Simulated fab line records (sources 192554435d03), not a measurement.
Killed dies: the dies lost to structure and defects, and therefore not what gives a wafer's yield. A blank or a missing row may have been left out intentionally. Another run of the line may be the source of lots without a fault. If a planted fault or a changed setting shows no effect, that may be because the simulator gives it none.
fab line records	flow n5Finfet
record: lots: 9	wafers: 26	lastDay: 24
route steps=1938 shown HKMG_FIN@438 BEOL_M4@1111 PASSIVATION@1936
lots that met no fault: taken from a fault-free run of the same line
startH: hours from the record's opening day to when the first of the lot's shown wafers began	waitH: hours elapsed since this lot's preceding step	" the same as in the row above	L1.1+2: several wafers, shown together as one row	- either no value or no given start	* or withheld: withheld	< > ~ a bound
route shown NAME@n: NAME is a module with steps in the file, n the number in the route of the first one	usual: mean/standard deviation of fault-free wafers	same: alike in all rows	chamber/n: place in a boat	sites: the reading at each site	_std_site: the values' standard deviation	_edge_site: mean of outer sites minus mean of inner sites	radiusMm: how far each site lies from the wafer's centre	mask NAME#n: copy n	behind: tool/chamber where the wafer was last shaped	hold: the reason the lot was held/the length of the hold in hours/how it ended	device: the transistor (n, p or np) that didn't switch	end of line: at the end of the route, the tests of the same wafers	for a step that has no rows: nothing shown but its recipe	killed: at the first sort, the dies lost to defects and structure; wafer yield is something else	map: the dies of a wafer, with x for killed, . for not killed, _ for no die there
set.NAME: the setting as run; set.NAME@STEP: as run at that earlier step	model.NAME: the simulator's own value behind a step, which no gauge read
a sample of lots followed through the steps of the route, with each step as a table and each wafer as a row
services: a tool's chamber out of use, with start hour (startH, from the record's first day; less than 0 if before it), hours out, and reason
== steps ==
step: N5_HKMG_FIN_ETCH_35
recipe: chemistry: N2/H2	target: SOC	targetDepthA: 2158	ionEnergyEv: 65	biasW: 5	sourceW: 3000	timeS: 243.4	pressureMtorr: 30	n2FlowSccm: 200	h2FlowSccm: 200
usual: drypumpMotorCurrentA: 5.8/0.4	oesProductAu: 0.76/0.075	rfVppV: 141.6/1.2	showerheadPlenumPTorr: 2.54/0.1	throttleValvePct: 17.88/0.23
lot.wafer	tool	chamber	startH	waitH	drypumpMotorCurrentA	oesProductAu	rfHoursCounterH	rfVppV	showerheadPlenumPTorr	throttleValvePct
L829.1	rieDiel-03	0	83.14	0.0	6.1	0.76	112	141.9	2.53	17.85
L829.4	"	1	"	"	5.5	0.79	126	142.7	2.66	17.53
L829.6	"	1	"	"	5.4	0.79	-	141.4	2.66	17.51
L831.2	rieDiel-06	0	93.92	0.0	5.1	0.71	234	142.2	2.62	18.09
L831.3	"	2	"	"	5.1	0.76	140	141.7	2.54	18.06
L831.6	"	1	"	"	6.1	0.69	-	139.8	2.52	18.22
L834.1	rieDiel-06	3	110.22	0.0	6.0	0.81	105	140.8	2.36	17.87
L834.5	"	2	"	"	5.1	0.75	-	141.5	2.54	18.05
L834.6	"	1	"	"	6.2	0.68	-	140.6	2.52	18.23
L835.2	rieDiel-03	3	117.48	0.0	6.1	0.72	195	139.8	2.41	17.96
L835.3	"	0	"	"	6.1	0.76	125	141.7	2.53	17.85
L835.5	"	0	"	"	6.1	0.75	-	142.1	2.53	17.88
L840.2	rieDiel-02	0	162.36	0.0	6.5	0.89	11	142.3	2.60	17.73
L840.3	"	1	"	"	6.2	0.84	42	143.6	2.71	17.53
L840.4	"	0	"	"	6.5	0.89	-	141.3	2.60	17.71
L846.2	rieDiel-03	2	193.65	0.0	5.9	0.73	192	140.8	2.42	17.77
L846.3	"	3	"	"	6.0	0.69	224	141.7	2.40	18.02
L846.4	"	0	"	"	6.1	0.73	151	142.1	2.52	17.92
L848.3	rieDiel-03	3	201.37	0.0	6.0	0.69	228	139.3	2.40	18.04
L848.4	"	1	"	"	5.4	0.77	167	142.6	2.65	17.60
L848.6	"	1	"	"	5.5	0.76	-	142.9	2.65	17.60
L849.4	rieDiel-03	2	204.16	0.0	5.9	0.72	198	139.6	2.42	17.77
L849.5	"	2	"	"	5.9	0.72	-	140.6	2.42	17.77
L849.6	"	1	"	"	5.4	0.76	-	142.7	2.65	17.61
L851.1	rieDiel-02	1	220.06	0.0	6.2	0.80	70	142.4	2.70	17.57
L851.6	"	0	"	"	6.5	0.83	-	141.5	2.59	17.75
step: N5_HKMG_FIN_STRIP_88
recipe: chemistry: N2/H2	powerW: 2500	tempC: 300	h2Frac: 0.65	timeS: 360	pressureMtorr: withheld	n2FlowSccm: 1750	h2FlowSccm: 3250
usual: drypumpMotorCurrentA: 5.8/0.35	heaterPowerW: 505/33
lot.wafer	tool	chamber	startH	waitH	drypumpMotorCurrentA	heaterPowerW	rfHoursCounterH
L829.1	plasmaAsher-01	1	84.48	0.0	5.8	477	33
L829.4	"	1	"	"	5.9	459	-
L829.6	"	0	"	"	6.2	472	-
L831.2	plasmaAsher-02	1	95.19	0.0	5.9	504	84
L831.3	"	0	"	"	5.2	540	-
L831.6	"	1	"	"	5.9	487	-
L834.1	plasmaAsher-01	0	111.61	0.0	6.2	477	38
L834.5	"	0	"	"	6.2	481	-
L834.6	"	1	"	"	5.8	480	-
L835.2	plasmaAsher-02	0	118.77	0.0	5.3	563	89
L835.3	"	0	"	"	5.3	560	-
L835.5	"	1	"	"	5.9	505	-
L840.2	plasmaAsher-01	1	163.63	0.0	5.8	475	48
L840.3	"	1	"	"	5.9	477	-
L840.4	"	0	"	"	6.2	479	-
L846.2	plasmaAsher-02	1	195.21	0.1	5.9	505	106
L846.3	"	0	"	"	5.3	556	-
L846.4	"	1	"	"	5.9	500	-
L848.3	plasmaAsher-01	0	202.81	0.1	6.2	490	-
L848.4	"	1	"	"	5.8	484	-
L848.6	"	0	"	"	6.2	472	-
L849.4	plasmaAsher-01	0	205.61	0.1	6.2	487	-
L849.5	"	0	"	"	6.2	470	-
L849.6	"	1	"	"	5.8	483	-
L851.1	plasmaAsher-02	1	221.36	0.0	5.9	501	113
L851.6	"	1	"	"	6.0	499	-
step: N5_HKMG_FIN_ALD_71
recipe: material: TiN	targetThkA: 10	tempC: 400	aldPrecursorFamily: TiCl4	aldCoReactant: NH3	pulseTimeS: 1	purgeTimeS: 3	coReactantPurgeTimeS: 2	coReactantPulseTimeS: 2	aldCycles: 47	pressureTorr: 3
usual: heaterPowerW: 832/65	precursorPulseHeightRel: 1.000/0.022	susceptorTempC: 400.03/0.24
lot.wafer	tool	chamber	startH	waitH	heaterPowerW	precursorPulseHeightRel	susceptorTempC
L829.1	aldMetal-01	1	84.97	0.0	843	0.961	400.19
L829.4	"	2	"	"	884	0.966	400.05
L829.6	"	1	"	"	831	0.997	399.78
L831.2	aldMetal-02	3	95.67	0.0	875	1.001	399.79
L831.3	"	2	"	"	848	1.027	400.42
L831.6	"	2	"	"	856	0.977	400.12
L834.1	aldMetal-01	1	112.09	0.0	877	1.019	399.86
L834.5	"	2	"	"	882	0.999	400.04
L834.6	"	1	"	"	843	0.998	399.99
L835.2	aldMetal-04	2	119.25	0.0	813	0.972	399.78
L835.3	"	3	"	"	825	1.014	400.10
L835.5	"	1	"	"	772	0.966	399.87
L840.2	aldMetal-04	1	164.11	0.0	779	0.990	399.90
L840.3	"	3	"	"	833	1.044	399.71
L840.4	"	2	"	"	837	0.985	400.13
L846.2	aldMetal-01	1	195.70	0.0	775	0.991	383.26
L846.3	"	0	"	"	838	0.995	399.93
L846.4	"	3	"	"	934	1.002	399.94
L848.3	aldMetal-01	1	203.17	0.0	755	0.968	382.94
L848.4	"	2	"	"	880	0.982	400.33
L848.6	"	1	"	"	775	1.020	382.71
L849.4	aldMetal-02	3	205.97	0.0	890	1.011	399.89
L849.5	"	0	"	"	831	0.982	400.10
L849.6	"	3	"	"	854	1.015	400.17
L851.1	aldMetal-04	1	221.85	0.0	784	1.013	400.42
L851.6	"	0	"	"	676	1.017	399.93
step: N5_HKMG_FIN_STRIP_90
recipe: chemistry: N2/H2	material: SOC	timeS: 20	powerW: 500	tempC: 40	pressureMtorr: 50	rfFrequencyHz: 6e+07	biasPowerW: 8	h2Frac: 0.5	n2FlowSccm: 300	h2FlowSccm: 300
usual: drypumpMotorCurrentA: 5.8/0.4	oesProductAu: 0.76/0.074	rfVppV: 54.1/0.79	showerheadPlenumPTorr: 3.34/0.14	throttleValvePct: 19.1/0.33
lot.wafer	tool	chamber	startH	waitH	drypumpMotorCurrentA	oesProductAu	rfHoursCounterH	rfVppV	showerheadPlenumPTorr	throttleValvePct
L829.1	rieDiel-03	0	85.37	0.0	6.1	0.75	113	53.1	3.35	19.0
L829.4	"	3	"	"	6.0	0.72	184	54.9	3.20	19.3
L829.6	"	1	"	"	5.5	0.79	-	55.5	3.51	18.5
L831.2	rieDiel-02	2	96.22	0.0	5.7	0.68	226	54.3	3.45	19.2
L831.3	"	1	"	"	6.2	0.88	18	54.4	3.58	18.5
L831.6	"	3	"	"	5.3	0.69	-	54.3	3.43	19.4
L834.1	rieDiel-03	3	112.49	0.0	6.0	0.73	193	54.8	3.20	19.3
L834.5	"	0	"	"	6.1	0.75	-	54.2	3.34	19.0
L834.6	"	1	"	"	5.5	0.78	-	54.2	3.51	18.5
L835.2	rieDiel-02	2	119.65	0.0	5.7	0.68	233	53.1	3.45	19.2
L835.3	"	3	"	"	5.2	0.68	252	54.4	3.43	19.5
L835.5	"	3	"	"	5.2	0.69	-	55.2	3.43	19.5
L840.2	rieDiel-02	0	164.51	0.0	6.5	0.87	13	54.8	3.43	18.6
L840.3	"	2	"	"	5.7	0.67	252	53.5	3.44	19.2
L840.4	"	1	"	"	6.2	0.83	-	53.6	3.57	18.6
L846.2	rieDiel-03	0	196.11	0.0	6.1	0.73	153	55.4	3.33	19.0
L846.3	"	1	"	"	5.5	0.77	164	53.7	3.49	18.5
L846.4	"	3	"	"	6.0	0.70	225	53.6	3.18	19.4
L848.3	rieDiel-03	2	203.63	0.0	5.9	0.73	198	52.8	3.20	19.0
L848.4	"	3	"	"	6.1	0.69	229	53.7	3.18	19.4
L848.6	"	0	"	"	6.1	0.72	-	53.0	3.33	19.0
L849.4	rieDiel-06	0	206.53	0.0	5.0	0.97	10	52.8	3.44	19.3
L849.5	"	0	"	"	5.0	0.96	-	53.4	3.44	19.3
L849.6	"	3	"	"	6.0	0.76	-	53.9	3.10	19.1
L851.1	rieDiel-03	0	222.25	0.0	6.1	0.71	163	53.2	3.32	19.0
L851.6	"	2	"	"	5.9	0.72	-	54.1	3.19	19.0
step: N5_BEOL_M4_RC_MEAS_101
usual: DIBL_N: 35.8/1.6	DIBL_P: 35.6/2	IOFF_N: 0.15/0.031	IOFF_P: 0.20/0.033	ION_N: 668/12	ION_P: 459/6.8	SS_N: 71.4/0.53	SS_P: 73.1/0.63	VT_N: 250/3.5	VT_P: -251/3
lot.wafer	tool	chamber	startH	waitH	DIBL_N[mV/V]	DIBL_P[mV/V]	IOFF_N[nA/um]	IOFF_P[nA/um]	ION_N[uA/um]	ION_P[uA/um]	SS_N[mV/dec]	SS_P[mV/dec]	VT_N[mV]	VT_P[mV]
L829.1	prober-01	0	306.28	0.1	34.5	34.8	0.12	0.19	645	443	70.6	73.0	255	-254
L829.4	"	0	"	"	35.5	36.2	0.15	0.21	676	459	71.5	72.9	250	-250
L829.6	"	0	"	"	36.9	37.5	0.17	0.24	672	464	71.9	73.6	248	-250
L831.2	prober-02	0	332.25	0.2	35.0	34.9	0.13	0.16	664	447	71.4	72.5	252	-256
L831.3	"	0	"	"	37.2	37.6	0.18	0.21	681	462	71.7	73.3	248	-254
L831.6	"	0	"	"	33.3	33.1	0.12	0.15	653	454	71.0	72.2	254	-256
L834.1	prober-02	0	360.48	0.0	36.1	32.6	0.14	0.18	660	455	72.3	73.0	251	-251
L834.5	"	0	"	"	38.3	34.5	0.16	0.21	658	450	72.0	73.9	249	-250
L834.6	"	0	"	"	38.4	35.5	0.17	0.22	670	461	72.3	73.8	246	-249
L835.2	prober-01	0	387.70	0.2	34.6	34.7	0.12	0.17	643	449	70.8	71.9	258	-252
L835.3	"	0	"	"	34.2	34.0	0.12	0.17	657	455	70.2	72.0	255	-253
L835.5	"	0	"	"	33.9	34.0	0.12	0.17	644	451	70.4	72.1	256	-254
L840.2	prober-02	0	402.70	0.2	34.1	33.8	0.11	0.17	655	455	71.3	72.1	253	-253
L840.3	"	0	"	"	33.2	32.4	0.11	0.15	643	444	71.7	72.2	256	-256
L840.4	"	0	"	"	35.9	35.9	0.15	0.20	668	461	71.4	72.8	253	-251
L846.2	prober-02	0	435.75	0.2	34.3	35.4	0.14	0.18	673	463	70.5	72.9	250	-254
L846.3	"	0	"	"	36.0	37.6	0.17	0.20	679	462	71.3	73.1	246	-251
L846.4	"	0	"	"	39.0	40.7	0.25	0.27	691	467	72.0	73.1	243	-249
L849.4	prober-01	0	436.59	0.5	37.5	36.4	0.16	0.21	662	455	71.3	73.1	249	-249
L849.5	"	0	"	"	35.8	35.5	0.14	0.20	659	462	70.8	73.3	252	-251
L849.6	"	0	"	"	38.9	38.6	0.19	0.24	670	460	71.8	73.6	248	-247
L848.3	prober-01	0	460.24	0.3	38.2	37.8	0.17	0.23	669	455	72.1	73.5	249	-248
L848.4	"	0	"	"	37.8	36.4	0.16	0.20	659	456	72.2	74.3	248	-253
L848.6	"	0	"	"	35.0	33.0	0.11	0.16	662	457	71.0	72.4	254	-254
L851.1	prober-01	0	468.03	0.0	38.3	39.7	0.23	0.28	708	480	71.9	73.8	243	-245
L851.6	"	0	"	"	38.3	39.2	0.22	0.27	685	465	71.4	74.4	244	-244
step: N5_PASSIVATION_PROBE_49
usual: defectLimitedYield: 90.7/1.5	killed_at_M0_to_M3: 38/11	killed_at_M4_up: 15/5.5	killedAtContacts: 12/6	killedAtFrontEnd: 41/11	killedAtOther: 3.5/2.7	killedDies: 110/18	killedOpen: 72/13	killedShort: 35/8.7	sort_bin_5_function: 5.5/1.1	sort_bin_6_memory: 3.4/0.63	sort_bin_8_speed: 0.01/0.037	sortNPass: 1070/18	sortYieldPct: 90.7/1.5
same: grossDies: 1180	killedAtBackSide: 0	sort_bin_4_leakage[%]: 0
lot.wafer	tool	chamber	startH	waitH	defectLimitedYield[%]	killed_at_M0_to_M3	killed_at_M4_up	killedAtContacts	killedAtFrontEnd	killedAtOther	killedDies	killedOpen	killedShort	sort_bin_5_function[%]	sort_bin_6_memory[%]	sort_bin_8_speed[%]	sortNPass	sortYieldPct[%]
L835.2	prober-02	-	507.30	0.1	93.2	30	13	6	30	1	80	52	27	3.4	3.2	0	1100	93.2
L835.3	prober-02	-	507.35	0.1	91.1	33	20	6	45	1	105	64	37	4.9	3.5	0	1075	91.1
L835.5	prober-02	-	507.45	0.2	89.5	34	33	8	49	0	124	70	48	6.2	3.3	0	1056	89.5
L846.2	prober-02	-	546.24	0.1	89.5	30	16	19	57	2	124	98	25	6.8	3.6	0	1056	89.5
L846.3	prober-02	-	546.29	0.1	91.4	38	7	23	31	2	101	71	30	4.9	3.4	0	1079	91.4
L846.4	prober-02	-	546.34	0.2	89.2	35	20	14	56	3	128	100	27	6.9	3.6	0	1052	89.2
L848.3	prober-01	-	564.50	0.1	90.0	25	15	23	51	4	118	71	45	5.5	4.2	0	1062	90.0
killed by level:class
L835.2 BEOL_M2:geometricParticle:open=10 FIN_SAQP:geometricParticle:short=9 BEOL_M4:geometricParticle:open=8 MOL_CONTACT_COAG:geometricParticle:open=6 FIN_SAQP:geometricParticle:open=5 GATE_CUT:geometricParticle:open=5 BEOL_M3:geometricParticle:open=5 BEOL_M1:geometricParticle:open=4
L835.3 FIN_SAQP:geometricParticle:open=9 BEOL_M4:geometricParticle:open=9 FIN_SAQP:geometricParticle:short=8 BEOL_M1:geometricParticle:open=8 BEOL_M3:geometricParticle:open=6 MOL_CONTACT_COAG:geometricParticle:open=5 BEOL_M2:geometricParticle:open=5 STI_FIN_REVEAL:geometricParticle:open=4
L835.5 BEOL_M4:geometricParticle:open=16 GATE_CUT:geometricParticle:short=14 BEOL_M1:geometricParticle:open=11 FIN_SAQP:geometricParticle:open=7 MOL_CONTACT_COAG:geometricParticle:open=7 BEOL_M4:geometricParticle:short=6 BEOL_M2:geometricParticle:open=5 BEOL_M3:geometricParticle:open=5
L846.2 STI_FIN_REVEAL:geometricParticle:open=23 MOL_CONTACT_COAG:geometricParticle:open=18 FIN_SAQP:geometricParticle:open=8 FIN_SAQP:geometricParticle:short=7 BEOL_M4:geometricParticle:open=7 BEOL_M0_SAQP:geometricParticle:open=6 BEOL_M3:geometricParticle:open=5 BEOL_M1:geometricParticle:open=5
L846.3 MOL_CONTACT_COAG:geometricParticle:open=19 BEOL_M3:geometricParticle:open=14 BEOL_M0_SAQP:geometricParticle:open=9 STI_FIN_REVEAL:geometricParticle:open=6 BEOL_M0_SAQP:geometricParticle:short=6 ILD0:geometricParticle:short=5 ILD0:geometricParticle:open=4 GATE_CUT:geometricParticle:short=4
L846.4 STI_FIN_REVEAL:geometricParticle:open=22 MOL_CONTACT_COAG:geometricParticle:open=14 FIN_SAQP:geometricParticle:open=9 BEOL_M0_SAQP:geometricParticle:open=9 BEOL_M3:geometricParticle:open=9 BEOL_M4:geometricParticle:open=9 GATE_CUT:geometricParticle:open=5 STI_FIN_REVEAL:geometricParticle:short=4
L848.3 MOL_CONTACT_COAG:geometricParticle:open=17 FIN_SAQP:geometricParticle:short=13 FIN_SAQP:geometricParticle:open=9 BEOL_M2:geometricParticle:open=7 STI_FIN_REVEAL:geometricParticle:open=6 MOL_CONTACT_COAG:geometricParticle:short=6 GATE_CUT:geometricParticle:short=5 BEOL_M0_SAQP:geometricParticle:open=5
== services ==
tool	chamber	startH	hours	kind
rieDiel-06	2	75.00	5.8	repair
rieDiel-02	-	76.12	2.8	pm
aldMetal-02	-	79.52	0.6	repair
rieDiel-02	1	91.09	4.2	repair
rieDiel-02	0	111.44	-	clean
rieDiel-02	0	111.44	-	consumableReplace:focusRing
rieDiel-02	0	111.44	20.4	scheduledDown
rieDiel-02	0	111.44	20.4	ventCycle
aldMetal-01	0	127.67	11.9	repair
rieDiel-02	3	131.82	-	clean
rieDiel-02	3	131.82	-	consumableReplace:focusRing
rieDiel-02	3	131.82	32.8	scheduledDown
rieDiel-02	3	131.82	32.8	ventCycle
aldMetal-01	-	133.35	2.8	pm
rieDiel-02	0	135.23	8.0	repair
rieDiel-06	2	137.78	10.1	repair
plasmaAsher-01	-	147.21	5.7	repair
rieDiel-02	2	164.65	-	clean
rieDiel-02	2	164.65	-	consumableReplace:focusRing
rieDiel-02	2	164.65	19.8	scheduledDown
rieDiel-02	2	164.65	19.8	ventCycle
rieDiel-06	1	178.68	8.3	repair
rieDiel-06	0	190.59	13.1	repair
plasmaAsher-01	-	192.54	6.7	repair
== key ==
firstSign: step: N5_HKMG_FIN_ALD_71	reading: susceptorTempC	direction: down	sigmas: 72	usual: *	struck: *
effect none on later readings
metAt N5_HKMG_FIN_ALD_71
struckLots L846,L848
struckWafers L846.2,L848.3,L848.6
notActingAt N5_HKMG_FIN_ETCH_35,N5_HKMG_FIN_STRIP_88,N5_HKMG_FIN_STRIP_90
onsetBetween 112.09 195.70
fault: kind: processParameterDrift	tool: aldMetal-01	chamber: 1	onsetH: 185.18	steps: N5_HKMG_FIN_ALD_71	channel: tempC	offset: *	shape: step	endH: 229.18	actsIn: *	stated: *
